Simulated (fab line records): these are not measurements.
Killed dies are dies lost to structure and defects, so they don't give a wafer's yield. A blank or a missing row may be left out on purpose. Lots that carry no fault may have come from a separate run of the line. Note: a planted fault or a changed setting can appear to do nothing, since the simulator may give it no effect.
fab line records	flow nand-harc
record lots=24	wafers=72	last-day=34
route steps=1302 shown A_STAIRCASE@702
lots that met no fault: taken from a fault-free run of the same line
start-h: start of the lot's first displayed wafer, in hours after the record's first day	wait-h: time in hours since the lot's previous step	" unchanged from the row above	L1.1+2: several wafers, shown together as one row	- value missing, or start not given	* or withheld: withheld	< > ~ a bound
route shown NAME@n: a module of which the file shows steps, and the number in the route of the first	usual: mean and standard deviation over wafers with no fault	same: alike in all rows	chamber/n: place in a boat	sites: readings site by site	_std_site: the standard deviation of these	_edge_site: inner sites' mean taken away from outer sites' mean	radius-mm: how far each site lies from the wafer's centre	mask NAME#n: copy n	behind: the tool/chamber that last shaped the wafer	hold: why the lot was held/for how many hours/how that ended	device: which transistor (n, p or np) failed to switch	end of line: tests run on the same wafers once the route is complete	a step with no rows: only its recipe	killed: count of dies lost to structure and defects at first sort (not the wafer's yield)	map: dies across one wafer; x = killed, . = not, _ = none there
set.NAME: the setting as run; set.NAME@STEP: as run at that earlier step	model.NAME: the simulator's own value behind a step, which no gauge read
steps of the route over a sample of lots; a table a step, a row a wafer
services: a tool's chamber out of use, with start hour (start-h, from the record's first day; less than 0 if before it), hours out, and reason
## steps
# step NHARC_A_STAIRCASE_ETCH_188
# recipe target-depth-a=1000	time-s=40.5	ion-energy-ev=400	c4f8-flow-sccm=20	o2-flow-sccm=10	ar-flow-sccm=withheld	rf-w=600	bias-w=1000	chemistry=C4F8/O2
# usual oes-product-au=0.944/0.015	rf-vpp-V=895/5.7
lot.wafer	tool	chamber	start-h	wait-h	oes-product-au	rf-hours-counter-h	rf-vpp-V
L074.3	rie-diel-05	3	-	-	0.967	43	900
L074.6	"	1	"	"	0.946	-	892
L074.5	"	2	"	"	0.954	-	888
L075.2	rie-diel-05	0	-	-	0.960	38	906
L075.1	"	2	"	"	0.934	48	888
L075.5	"	1	"	"	0.960	-	889
L076.2	rie-diel-05	0	-	-	0.953	41	905
L076.6	"	2	"	"	0.939	-	888
L076.5	"	3	"	"	0.950	-	900
L077.2	rie-diel-01	3	-	-	0.926	51	894
L077.3	"	0	"	"	0.919	54	896
L077.5	"	2	"	"	0.933	-	903
L078.1	rie-diel-05	2	-	-	0.924	54	887
L078.6	"	3	"	"	0.957	-	899
L078.5	"	0	"	"	0.944	-	904
L079.1	rie-diel-01	1	-	-	0.944	6	902
L079.6	"	0	"	"	0.971	-	896
L079.5	"	1	"	"	0.955	-	903
L081.2	rie-diel-01	0	-	-	0.952	13	896
L081.3	"	2	"	"	0.986	13	903
L081.4	"	3	"	"	0.971	15	895
L080.3	rie-diel-13	2	-	-	0.966	21	895
L080.2	"	3	"	"	0.956	19	894
L080.5	"	1	"	"	0.935	-	892
L084.1	rie-diel-01	1	-	-	0.939	16	904
L084.2	"	2	"	"	0.934	21	902
L084.6	"	0	"	"	0.955	-	897
L082.1	rie-diel-13	1	-	-	0.920	36	891
L082.2	"	3	"	"	0.907	27	893
L082.4	"	3	"	"	0.921	-	894
L083.2	rie-diel-13	0	-	-	0.938	35	888
L083.1	"	1	"	"	0.936	36	893
L083.3	"	3	"	"	0.949	27	894
L085.3	rie-diel-01	1	-	-	0.934	23	904
L085.2	"	0	"	"	0.950	30	896
L085.6	"	2	"	"	0.939	-	904
L086.1	rie-diel-05	1	-	-	0.946	21	889
L086.2	"	2	"	"	0.925	21	886
L086.5	"	2	"	"	0.943	-	887
L087.3	rie-diel-05	3	-	-	0.934	20	897
L087.1	"	0	"	"	0.936	19	904
L087.6	"	3	"	"	0.929	-	900
L089.2	rie-diel-01	0	-	-	0.963	39	896
L089.5	"	1	"	"	0.931	-	903
L089.6	"	2	"	"	0.942	-	903
L088.2	rie-diel-05	3	-	-	0.949	24	899
L088.3	"	0	"	"	0.950	24	904
L088.5	"	0	"	"	0.947	-	906
L091.4	rie-diel-05	3	-	-	0.962	34	898
L091.2	"	1	"	"	0.947	37	891
L091.6	"	2	"	"	0.951	-	887
L090.2	rie-diel-13	1	-	-	0.924	6	891
L090.5	"	3	"	"	0.934	-	895
L090.6	"	0	"	"	0.933	-	889
L092.2	rie-diel-13	2	-	-	0.951	5	894
L092.4	"	3	"	"	0.961	5	893
L092.1	"	1	"	"	0.951	8	891
L094.1	rie-diel-13	1	-	-	0.948	13	891
L094.4	"	3	"	"	0.950	14	892
L094.5	"	2	"	"	0.953	-	893
L095.2	rie-diel-13	3	-	-	0.970	14	892
L095.6	"	0	"	"	0.961	-	888
L095.5	"	1	"	"	0.955	-	891
L093.1	rie-diel-13	3	-	-	0.941	14	894
L093.4	"	0	"	"	0.923	17	888
L093.6	"	2	"	"	0.941	-	894
L096.4	rie-diel-13	1	-	-	0.926	21	890
L096.1	"	2	"	"	0.926	21	894
L096.3	"	3	"	"	0.941	25	892
L097.1	rie-diel-13	2	-	-	0.955	27	893
L097.2	"	0	"	"	0.944	30	887
L097.5	"	3	"	"	0.959	-	892
# step NHARC_A_STAIRCASE_TRIM_193
# recipe time-s=211.2	o2-flow-sccm=500	ar-flow-sccm=0	bias-w=0	chemistry=O2
# usual drypump-motor-current-A=5.6/0.38	oes-product-au=1.002/0.0091	rf-vpp-V=57.7/0.89	showerhead-plenum-p-Torr=3.49/0.16	throttle-valve-pct=17.037/0.009
lot.wafer	tool	chamber	start-h	wait-h	drypump-motor-current-A	oes-product-au	rf-hours-counter-h	rf-vpp-V	showerhead-plenum-p-Torr	throttle-valve-pct
L074.3	rie-diel-05	0	-	-	5.6	1.004	36	58.0	3.79	17.040
L074.6	"	1	"	"	5.3	1.022	-	57.6	3.37	17.041
L074.5	"	2	"	"	6.5	1.004	-	57.3	3.31	17.029
L075.1	rie-diel-05	2	-	-	6.5	0.997	48	56.7	3.31	17.033
L075.2	"	0	"	"	5.6	1.008	39	58.9	3.79	17.052
L075.5	"	2	"	"	6.5	0.981	-	58.2	3.31	17.024
L076.2	rie-diel-05	2	-	-	6.5	0.999	50	57.3	3.30	17.034
L076.5	"	3	"	"	5.2	1.011	-	59.6	3.63	17.022
L076.6	"	0	"	"	5.6	1.001	-	59.1	3.78	17.034
L077.3	rie-diel-01	0	-	-	5.4	0.988	54	57.5	3.55	17.047
L077.2	"	3	"	"	5.1	0.995	51	57.6	3.49	17.031
L077.5	"	2	"	"	6.0	0.992	-	59.1	3.75	17.024
L078.1	rie-diel-05	0	-	-	5.6	1.013	45	58.6	3.78	17.036
L078.5	"	3	"	"	5.2	1.025	-	58.1	3.63	17.034
L078.6	"	0	"	"	5.6	1.009	-	57.4	3.78	17.020
L079.1	rie-diel-01	2	-	-	6.0	1.022	11	58.5	3.74	17.037
L079.6	"	1	"	"	6.2	1.002	-	58.1	3.74	17.044
L079.5	"	2	"	"	6.0	1.003	-	58.0	3.74	17.028
L081.3	rie-diel-01	3	-	-	5.1	1.000	15	58.3	3.49	17.039
L081.4	"	0	"	"	5.4	1.009	13	57.9	3.54	17.029
L081.2	"	2	"	"	5.9	1.010	13	57.9	3.74	17.040
L080.2	rie-diel-13	2	-	-	5.6	1.004	21	56.5	3.47	17.045
L080.3	"	3	"	"	5.7	0.995	20	58.1	3.46	17.023
L080.5	"	1	"	"	5.6	0.994	-	57.2	3.42	17.045
L084.2	rie-diel-01	0	-	-	5.4	1.011	23	57.7	3.54	17.033
L084.1	"	2	"	"	6.0	1.006	21	57.8	3.74	17.053
L084.6	"	1	"	"	6.2	1.006	-	58.3	3.74	17.027
L082.2	rie-diel-13	3	-	-	5.7	0.996	27	58.6	3.46	17.026
L082.1	"	0	"	"	5.3	0.996	35	57.3	3.32	17.027
L082.4	"	1	"	"	5.6	1.000	-	58.6	3.41	17.029
L083.1	rie-diel-13	1	-	-	5.5	1.010	37	57.3	3.41	17.055
L083.2	"	3	"	"	5.7	0.996	28	55.9	3.46	17.039
L083.3	"	0	"	"	5.3	0.984	35	57.7	3.32	17.049
L085.2	rie-diel-01	0	-	-	5.4	1.013	30	56.5	3.53	17.047
L085.3	"	1	"	"	6.2	0.996	23	56.3	3.73	17.017
L085.6	"	1	"	"	6.2	0.998	-	60.3	3.73	17.039
L086.1	rie-diel-05	2	-	-	6.5	0.992	22	58.8	3.29	17.037
L086.2	"	0	"	"	5.6	1.010	15	57.0	3.77	17.030
L086.5	"	1	"	"	5.3	0.997	-	57.2	3.35	17.035
L087.1	rie-diel-05	0	-	-	5.6	0.992	20	57.9	3.77	17.019
L087.3	"	1	"	"	5.3	0.999	26	57.1	3.35	17.043
L087.6	"	1	"	"	5.3	1.003	-	56.7	3.35	17.044
L089.2	rie-diel-01	1	-	-	6.2	1.005	32	57.7	3.73	17.050
L089.6	"	2	"	"	6.0	1.012	-	58.9	3.73	17.050
L089.5	"	3	"	"	5.1	1.019	-	58.5	3.47	17.038
L088.3	rie-diel-05	0	-	-	5.6	0.991	24	60.0	3.76	17.035
L088.2	"	1	"	"	5.3	0.990	30	57.2	3.35	17.056
L088.5	"	3	"	"	5.1	1.001	-	58.1	3.61	17.031
L091.2	rie-diel-05	3	-	-	5.2	1.010	34	59.2	3.60	17.036
L091.4	"	0	"	"	5.6	1.011	35	59.1	3.76	17.054
L091.6	"	3	"	"	5.2	1.005	-	58.1	3.60	17.050
L090.2	rie-diel-13	0	-	-	5.3	1.001	6	57.8	3.30	17.031
L090.5	"	0	"	"	5.3	0.997	-	56.9	3.30	17.038
L090.6	"	1	"	"	5.5	1.005	-	57.5	3.40	17.037
L092.4	rie-diel-13	0	-	-	5.3	0.999	8	57.6	3.30	17.036
L092.2	"	1	"	"	5.5	0.997	8	57.0	3.39	17.028
L092.1	"	2	"	"	5.7	1.003	6	57.4	3.46	17.038
L094.1	rie-diel-13	0	-	-	5.3	1.007	16	57.5	3.30	17.031
L094.4	"	3	"	"	5.7	1.012	14	58.4	3.44	17.025
L094.5	"	1	"	"	5.5	1.012	-	57.6	3.39	17.024
L095.2	rie-diel-13	3	-	-	5.7	1.012	15	56.9	3.44	17.058
L095.5	"	2	"	"	5.6	1.017	-	58.6	3.45	17.041
L095.6	"	3	"	"	5.7	0.996	-	57.9	3.44	17.047
L093.1	rie-diel-13	3	-	-	5.7	1.009	15	57.7	3.44	17.029
L093.4	"	0	"	"	5.3	0.995	17	58.1	3.30	17.038
L093.6	"	2	"	"	5.7	1.014	-	57.4	3.45	17.041
L096.1	rie-diel-13	0	-	-	5.3	1.008	25	56.6	3.29	17.046
L096.3	"	1	"	"	5.6	1.005	21	58.4	3.39	17.038
L096.4	"	3	"	"	5.7	1.022	25	58.4	3.43	17.033
L097.2	rie-diel-13	3	-	-	5.7	1.026	31	56.8	3.43	17.025
L097.1	"	0	"	"	5.3	0.999	31	57.1	3.29	17.035
L097.5	"	2	"	"	5.7	1.006	-	57.8	3.45	17.042
# step NHARC_A_STAIRCASE_STRIP_205
# recipe power-w=1500	temp-c=250	chemistry=O2
# usual drypump-motor-current-A=5.9/0.46	heater-power-w=343/21
lot.wafer	tool	chamber	start-h	wait-h	drypump-motor-current-A	heater-power-w	rf-hours-counter-h
L074.3	plasma-asher-01	1	362.36	0.2	5.3	357	-
L074.6	"	0	"	"	6.4	346	-
L074.5	"	1	"	"	5.3	356	-
L075.2	plasma-asher-01	0	369.21	0.1	6.3	356	3
L075.1	"	1	"	"	5.3	357	3
L075.5	"	0	"	"	6.3	348	-
L076.2	plasma-asher-01	0	377.11	0.1	6.3	348	5
L076.6	"	1	"	"	5.3	361	-
L076.5	"	0	"	"	6.3	349	-
L077.2	plasma-asher-02	1	377.91	0.1	6.2	338	22
L077.3	"	1	"	"	6.2	333	-
L077.5	"	0	"	"	5.9	291	-
L078.1	plasma-asher-01	1	390.93	0.1	5.3	345	7
L078.5	"	1	"	"	5.3	357	-
L078.6	"	0	"	"	6.4	349	-
L079.1	plasma-asher-02	0	418.98	0.1	5.9	291	30
L079.6	"	1	"	"	6.3	338	-
L079.5	"	0	"	"	5.9	295	-
L081.2	plasma-asher-01	0	425.77	0.1	6.3	351	15
L081.4	"	1	"	"	5.3	351	-
L081.3	"	0	"	"	6.3	355	-
L080.2	plasma-asher-01	1	426.57	0.1	5.3	347	15
L080.3	"	1	"	"	5.3	355	-
L080.5	"	1	"	"	5.3	354	-
L084.1	plasma-asher-01	0	449.84	0.1	6.4	351	21
L084.2	"	1	"	"	5.3	358	21
L084.6	"	1	"	"	5.3	351	-
L082.2	plasma-asher-01	1	452.12	0.1	5.3	351	22
L082.1	"	0	"	"	6.4	344	22
L082.4	"	1	"	"	5.3	353	-
L083.2	plasma-asher-01	1	455.20	0.1	5.3	356	22
L083.1	"	0	"	"	6.4	352	22
L083.3	"	1	"	"	5.3	357	-
L085.2	plasma-asher-02	1	471.28	0.1	6.2	359	8
L085.3	"	1	"	"	6.2	356	-
L085.6	"	0	"	"	5.9	299	-
L086.1	plasma-asher-01	0	471.80	0.1	6.3	350	27
L086.2	"	1	"	"	5.3	351	27
L086.5	"	0	"	"	6.3	359	-
L087.1	plasma-asher-02	0	492.71	0.3	5.9	301	12
L087.3	"	1	"	"	6.3	353	-
L087.6	"	1	"	"	6.3	362	-
L089.2	plasma-asher-01	0	506.51	0.1	6.4	351	33
L089.5	"	0	"	"	6.3	345	-
L089.6	"	1	"	"	5.3	354	-
L088.2	plasma-asher-02	1	507.25	0.1	6.3	346	15
L088.3	"	0	"	"	5.9	300	-
L088.5	"	1	"	"	6.3	349	-
L091.2	plasma-asher-01	0	538.68	0.1	6.4	340	2
L091.4	"	0	"	"	6.4	336	-
L091.6	"	1	"	"	5.3	362	-
L090.2	plasma-asher-02	1	539.19	0.1	6.2	357	20
L090.6	"	0	"	"	5.9	301	-
L090.5	"	1	"	"	6.3	350	-
L092.1	plasma-asher-02	1	547.88	0.1	6.3	362	22
L092.2	"	0	"	"	5.9	297	22
L092.4	"	1	"	"	6.2	346	-
L094.1	plasma-asher-01	0	564.26	0.1	6.3	347	7
L094.4	"	1	"	"	5.3	353	-
L094.5	"	1	"	"	5.3	360	-
L095.2	plasma-asher-01	0	565.82	0.1	6.3	337	7
L095.5	"	1	"	"	5.3	371	-
L095.6	"	0	"	"	6.3	347	-
L093.1	plasma-asher-01	0	568.84	0.1	6.3	342	8
L093.4	"	0	"	"	6.3	345	-
L093.6	"	1	"	"	5.3	361	-
L096.1	plasma-asher-01	0	583.71	0.1	6.4	335	12
L096.3	"	1	"	"	5.3	365	-
L096.4	"	0	"	"	6.4	339	-
L097.1	plasma-asher-02	0	599.27	0.1	5.9	303	33
L097.2	"	1	"	"	6.2	346	33
L097.5	"	1	"	"	6.2	372	-
# step NHARC_A_STAIRCASE_TRIM_224
# recipe time-s=211.2	o2-flow-sccm=500	ar-flow-sccm=0	bias-w=0	chemistry=O2
# usual drypump-motor-current-A=5.6/0.36	oes-product-au=1.002/0.0086	rf-vpp-V=57.7/0.88	showerhead-plenum-p-Torr=3.50/0.16	throttle-valve-pct=17.036/0.0095
lot.wafer	tool	chamber	start-h	wait-h	drypump-motor-current-A	oes-product-au	rf-hours-counter-h	rf-vpp-V	showerhead-plenum-p-Torr	throttle-valve-pct
L074.3	rie-diel-05	2	-	-	6.5	0.991	47	57.5	3.31	17.053
L074.6	"	1	"	"	5.3	1.016	-	57.2	3.37	17.047
L074.5	"	2	"	"	6.5	0.991	-	58.0	3.31	17.050
L075.1	rie-diel-05	1	-	-	5.3	1.009	45	57.5	3.37	17.045
L075.2	"	2	"	"	6.5	1.004	49	57.0	3.30	17.027
L075.5	"	1	"	"	5.3	1.012	-	58.8	3.37	17.024
L076.2	rie-diel-01	2	-	-	6.0	0.996	48	56.8	3.75	17.044
L076.6	"	3	"	"	5.1	0.983	-	57.9	3.49	17.044
L076.5	"	2	"	"	6.0	0.988	-	58.3	3.75	17.031
L077.3	rie-diel-05	3	-	-	5.1	1.012	49	59.3	3.63	17.033
L077.2	"	2	"	"	6.5	0.983	51	56.2	3.30	17.036
L077.5	"	3	"	"	5.2	1.006	-	57.3	3.63	17.039
L078.1	rie-diel-13	1	-	-	5.5	0.992	14	57.2	3.42	17.018
L078.6	"	2	"	"	5.6	1.004	-	57.6	3.48	17.040
L078.5	"	3	"	"	5.7	0.999	-	56.7	3.47	17.043
L079.1	rie-diel-13	2	-	-	5.7	1.011	19	56.7	3.47	17.033
L079.5	"	2	"	"	5.7	1.004	-	56.8	3.47	17.043
L079.6	"	3	"	"	5.7	1.005	-	58.4	3.46	17.026
L081.4	rie-diel-05	3	-	-	5.2	1.009	2	58.9	3.62	17.027
L081.3	"	1	"	"	5.3	0.995	2	55.3	3.36	17.029
L081.2	"	2	"	"	6.5	0.991	2	58.1	3.30	17.037
L080.2	rie-diel-01	1	-	-	6.2	0.992	8	58.1	3.74	17.039
L080.3	"	3	"	"	5.1	1.008	16	58.6	3.48	17.035
L080.5	"	2	"	"	6.0	1.024	-	59.2	3.74	17.056
L082.1	rie-diel-13	3	-	-	5.7	1.003	29	58.2	3.46	17.028
L082.2	"	1	"	"	5.5	1.002	38	58.7	3.41	17.038
L082.4	"	0	"	"	5.3	0.997	-	58.3	3.32	17.026
L084.1	rie-diel-05	3	-	-	5.2	0.999	12	58.5	3.62	17.027
L084.2	"	2	"	"	6.5	0.997	18	57.9	3.29	17.034
L084.6	"	0	"	"	5.6	1.002	-	57.3	3.77	17.036
L083.3	rie-diel-13	3	-	-	5.7	0.994	30	58.2	3.46	17.039
L083.1	"	0	"	"	5.3	1.003	38	57.2	3.32	17.027
L083.2	"	1	"	"	5.6	1.000	39	57.9	3.41	17.035
L085.3	rie-diel-13	1	-	-	5.5	0.995	44	58.5	3.41	17.045
L085.2	"	3	"	"	5.7	1.006	35	57.8	3.46	17.032
L085.6	"	1	"	"	5.6	0.994	-	58.3	3.41	17.031
L086.2	rie-diel-13	3	-	-	5.7	0.994	35	59.1	3.46	17.031
L086.1	"	0	"	"	5.3	0.990	43	57.8	3.31	17.055
L086.5	"	1	"	"	5.6	0.991	-	57.3	3.41	17.048
L087.3	rie-diel-13	2	-	-	5.6	1.013	39	57.5	3.46	17.035
L087.1	"	3	"	"	5.7	1.003	45	57.9	3.45	17.049
L087.6	"	0	"	"	5.3	0.990	-	56.8	3.31	17.025
L089.2	rie-diel-13	1	-	-	5.6	0.986	56	56.6	3.40	17.033
L089.5	"	2	"	"	5.7	0.999	-	58.2	3.46	17.036
L089.6	"	3	"	"	5.7	0.986	-	57.1	3.45	17.012
L088.3	rie-diel-01	1	-	-	6.3	0.994	33	58.7	3.73	17.033
L088.2	"	2	"	"	6.0	1.004	41	57.8	3.73	17.038
L088.5	"	0	"	"	5.4	1.009	-	58.0	3.53	17.038
L091.4	rie-diel-05	0	-	-	5.6	1.009	35	58.3	3.76	17.035
L091.2	"	1	"	"	5.3	1.000	37	58.6	3.34	17.032
L091.6	"	0	"	"	5.6	1.012	-	56.3	3.76	17.026
L090.2	rie-diel-13	0	-	-	5.3	1.004	7	55.2	3.30	17.034
L090.6	"	1	"	"	5.6	0.993	-	57.6	3.40	17.046
L090.5	"	2	"	"	5.6	1.006	-	57.5	3.46	17.027
L092.1	rie-diel-01	2	-	-	6.0	1.008	51	58.8	3.72	17.041
L092.4	"	3	"	"	5.1	1.012	50	57.6	3.47	17.044
L092.2	"	0	"	"	5.4	1.007	54	57.5	3.52	17.038
L094.4	rie-diel-05	0	-	-	5.6	1.010	44	59.0	3.75	17.038
L094.1	"	2	"	"	6.5	0.991	48	57.0	3.27	17.040
L094.5	"	0	"	"	5.6	1.009	-	58.5	3.75	17.030
L095.2	rie-diel-05	0	-	-	5.6	1.016	45	56.9	3.75	17.042
L095.6	"	3	"	"	5.2	1.010	-	58.3	3.60	17.036
L095.5	"	0	"	"	5.6	1.006	-	58.8	3.75	17.033
L093.4	rie-diel-01	3	-	-	5.1	1.009	2	58.8	3.47	17.029
L093.1	"	1	"	"	6.2	1.012	2	58.5	3.72	17.038
L093.6	"	2	"	"	6.0	0.999	-	57.5	3.72	17.040
L096.3	rie-diel-01	3	-	-	5.1	1.000	6	58.8	3.46	17.034
L096.4	"	0	"	"	5.4	0.996	7	55.8	3.52	17.028
L096.1	"	1	"	"	6.3	1.012	8	57.7	3.72	17.025
L097.2	rie-diel-13	1	-	-	5.6	1.003	28	58.2	3.38	17.038
L097.1	"	2	"	"	5.7	1.001	28	59.3	3.45	17.028
L097.5	"	1	"	"	5.5	1.009	-	58.5	3.38	17.030
# step NHARC_A_STAIRCASE_ETCH_227
# recipe target-depth-a=1000	time-s=40.5	ion-energy-ev=400	c4f8-flow-sccm=20	o2-flow-sccm=10	ar-flow-sccm=withheld	rf-w=600	bias-w=1000	chemistry=C4F8/O2
# usual oes-product-au=0.945/0.01	rf-vpp-V=895/5.7
lot.wafer	tool	chamber	start-h	wait-h	oes-product-au	rf-hours-counter-h	rf-vpp-V
L074.3	rie-diel-05	0	-	-	0.955	38	905
L074.6	"	0	"	"	0.960	-	905
L074.5	"	1	"	"	0.950	-	892
L075.1	rie-diel-05	0	-	-	0.951	40	904
L075.2	"	1	"	"	0.945	45	888
L075.5	"	0	"	"	0.945	-	905
L076.2	rie-diel-01	2	-	-	0.936	48	905
L076.5	"	2	"	"	0.938	-	904
L076.6	"	0	"	"	0.931	-	896
L077.3	rie-diel-05	2	-	-	0.941	51	888
L077.2	"	0	"	"	0.953	42	905
L077.5	"	2	"	"	0.942	-	886
L078.1	rie-diel-13	2	-	-	0.949	7	895
L078.6	"	2	"	"	0.948	-	895
L078.5	"	3	"	"	0.935	-	893
L079.1	rie-diel-13	0	-	-	0.922	25	887
L079.5	"	1	"	"	0.944	-	892
L079.6	"	2	"	"	0.964	-	894
L081.3	rie-diel-05	1	-	-	0.938	2	888
L081.4	"	2	"	"	0.942	2	889
L081.2	"	3	"	"	0.943	2	899
L080.2	rie-diel-01	2	-	-	0.957	14	903
L080.3	"	1	"	"	0.945	8	904
L080.5	"	2	"	"	0.967	-	904
L082.2	rie-diel-13	1	-	-	0.944	38	891
L082.1	"	0	"	"	0.932	37	889
L082.4	"	3	"	"	0.943	-	893
L084.2	rie-diel-05	0	-	-	0.937	12	906
L084.1	"	1	"	"	0.960	17	890
L084.6	"	3	"	"	0.938	-	899
L083.3	rie-diel-13	1	-	-	0.949	39	890
L083.1	"	3	"	"	0.939	30	894
L083.2	"	0	"	"	0.926	38	888
L085.2	rie-diel-13	1	-	-	0.938	44	891
L085.3	"	2	"	"	0.942	30	894
L085.6	"	0	"	"	0.924	-	887
L086.2	rie-diel-13	3	-	-	0.935	36	893
L086.1	"	1	"	"	0.940	44	890
L086.5	"	3	"	"	0.935	-	893
L087.3	rie-diel-13	2	-	-	0.943	40	894
L087.1	"	0	"	"	0.945	53	887
L087.6	"	2	"	"	0.942	-	892
L089.2	rie-diel-13	1	-	-	0.936	56	892
L089.5	"	1	"	"	0.931	-	890
L089.6	"	2	"	"	0.941	-	894
L088.2	rie-diel-01	1	-	-	0.956	33	904
L088.3	"	2	"	"	0.960	41	903
L088.5	"	3	"	"	0.958	-	893
L091.4	rie-diel-05	0	-	-	0.936	36	903
L091.2	"	1	"	"	0.948	38	890
L091.6	"	0	"	"	0.943	-	903
L090.2	rie-diel-13	1	-	-	0.945	7	892
L090.6	"	0	"	"	0.943	-	888
L090.5	"	1	"	"	0.936	-	891
L092.1	rie-diel-01	3	-	-	0.953	50	896
L092.2	"	0	"	"	0.946	54	896
L092.4	"	2	"	"	0.954	51	902
L094.4	rie-diel-05	2	-	-	0.929	49	888
L094.1	"	0	"	"	0.939	45	905
L094.5	"	1	"	"	0.936	-	888
L095.2	rie-diel-05	2	-	-	0.941	49	886
L095.5	"	3	"	"	0.959	-	899
L095.6	"	0	"	"	0.950	-	904
L093.1	rie-diel-01	2	-	-	0.948	2	902
L093.4	"	0	"	"	0.963	2	896
L093.6	"	3	"	"	0.954	-	894
L096.4	rie-diel-01	1	-	-	0.943	8	903
L096.1	"	2	"	"	0.946	7	903
L096.3	"	3	"	"	0.946	6	893
L097.1	rie-diel-13	2	-	-	0.959	28	892
L097.2	"	0	"	"	0.949	32	886
L097.5	"	2	"	"	0.954	-	893
# step NHARC_A_STAIRCASE_STRIP_254
# recipe power-w=1500	temp-c=250	chemistry=O2
# usual drypump-motor-current-A=5.9/0.42	heater-power-w=339/22
lot.wafer	tool	chamber	start-h	wait-h	drypump-motor-current-A	heater-power-w	rf-hours-counter-h
L074.3	plasma-asher-02	1	368.55	-	6.3	340	-
L074.6	"	1	"	"	6.2	338	-
L074.5	"	0	"	"	5.9	295	-
L075.2	plasma-asher-02	1	375.16	-	6.2	335	22
L075.1	"	0	"	"	5.9	304	22
L075.5	"	1	"	"	6.2	350	-
L076.2	plasma-asher-02	1	382.61	-	6.2	338	23
L076.6	"	1	"	"	6.2	341	-
L076.5	"	0	"	"	5.9	286	-
L077.2	plasma-asher-01	0	383.22	-	6.3	346	6
L077.3	"	1	"	"	5.3	349	-
L077.5	"	1	"	"	5.3	351	-
L078.1	plasma-asher-01	1	396.71	-	5.3	346	8
L078.5	"	1	"	"	5.3	364	-
L078.6	"	0	"	"	6.3	356	-
L079.1	plasma-asher-02	0	425.12	-	5.9	290	30
L079.6	"	0	"	"	5.9	300	-
L079.5	"	1	"	"	6.2	335	-
L081.2	plasma-asher-01	1	431.10	-	5.3	349	16
L081.3	"	1	"	"	5.3	353	-
L081.4	"	0	"	"	6.3	357	-
L080.2	plasma-asher-01	0	431.94	-	6.3	353	16
L080.3	"	1	"	"	5.3	353	-
L080.5	"	1	"	"	5.3	343	-
L082.2	plasma-asher-02	1	458.40	-	6.3	364	6
L082.1	"	0	"	"	5.9	313	6
L082.4	"	0	"	"	5.9	296	-
L084.1	plasma-asher-01	0	458.56	-	6.4	356	23
L084.2	"	1	"	"	5.3	347	23
L084.6	"	1	"	"	5.3	356	-
L083.2	plasma-asher-02	1	460.90	-	6.2	353	6
L083.1	"	0	"	"	5.9	302	6
L083.3	"	1	"	"	6.2	356	-
L085.2	plasma-asher-02	0	477.24	-	5.9	307	9
L085.3	"	0	"	"	5.9	302	-
L085.6	"	1	"	"	6.2	352	-
L086.1	plasma-asher-01	1	477.64	-	5.3	350	28
L086.2	"	0	"	"	6.4	355	28
L086.5	"	0	"	"	6.4	349	-
L087.1	plasma-asher-01	1	498.44	-	5.3	355	32
L087.3	"	1	"	"	5.3	350	-
L087.6	"	0	"	"	6.4	352	-
L089.2	plasma-asher-01	1	511.83	-	5.3	361	34
L089.5	"	0	"	"	6.3	355	-
L089.6	"	1	"	"	5.3	355	-
L088.2	plasma-asher-01	1	512.92	-	5.3	363	35
L088.3	"	0	"	"	6.3	343	-
L088.5	"	1	"	"	5.3	346	-
L091.2	plasma-asher-02	1	543.83	-	6.2	353	21
L091.4	"	1	"	"	6.2	349	-
L091.6	"	0	"	"	5.9	310	-
L090.2	plasma-asher-02	1	544.52	-	6.2	342	22
L090.6	"	1	"	"	6.3	349	-
L090.5	"	0	"	"	5.9	306	-
L092.2	plasma-asher-01	0	553.24	-	6.3	341	5
L092.1	"	1	"	"	5.3	354	5
L092.4	"	1	"	"	5.3	364	-
L094.1	plasma-asher-01	0	569.62	-	6.3	343	8
L094.4	"	0	"	"	6.3	349	-
L094.5	"	0	"	"	6.3	343	-
L095.2	plasma-asher-02	1	571.85	-	6.3	352	27
L095.6	"	0	"	"	5.9	303	-
L095.5	"	1	"	"	6.2	347	-
L093.1	plasma-asher-02	1	574.16	-	6.3	358	28
L093.4	"	1	"	"	6.2	351	-
L093.6	"	0	"	"	5.9	304	-
L096.1	plasma-asher-01	1	589.47	-	5.3	356	13
L096.3	"	0	"	"	6.4	334	-
L096.4	"	1	"	"	5.3	359	-
L097.1	plasma-asher-01	1	605.23	-	5.3	362	16
L097.2	"	0	"	"	6.3	332	16
L097.5	"	1	"	"	5.3	378	-
## services
tool	chamber	start-h	hours	kind
plasma-asher-01	-	342.00	9.0	pm
rie-diel-13	-	342.18	9.0	pm
rie-diel-13	0	342.18	9.0	vent-cycle
rie-diel-13	1	342.18	9.0	vent-cycle
rie-diel-13	2	353.03	8.5	repair
rie-diel-13	3	356.16	5.9	repair
rie-diel-13	-	362.98	1.1	repair
rie-diel-01	1	370.55	30.6	repair
rie-diel-01	-	380.95	9.0	pm
rie-diel-05	-	406.63	9.0	pm
plasma-asher-02	-	426.24	9.0	pm
rie-diel-01	-	431.97	0.4	repair
rie-diel-13	2	445.07	16.4	repair
rie-diel-01	3	452.02	15.6	repair
plasma-asher-02	-	463.46	1.7	repair
rie-diel-13	0	499.96	6.0	repair
plasma-asher-02	-	509.83	4.7	repair
plasma-asher-01	-	519.00	9.0	pm
rie-diel-05	3	519.22	5.4	repair
rie-diel-13	-	520.19	9.0	pm
rie-diel-01	-	557.95	9.0	pm
rie-diel-05	-	583.68	9.0	pm
rie-diel-01	3	587.32	13.6	repair
plasma-asher-02	-	603.24	9.0	pm
## key
fault none
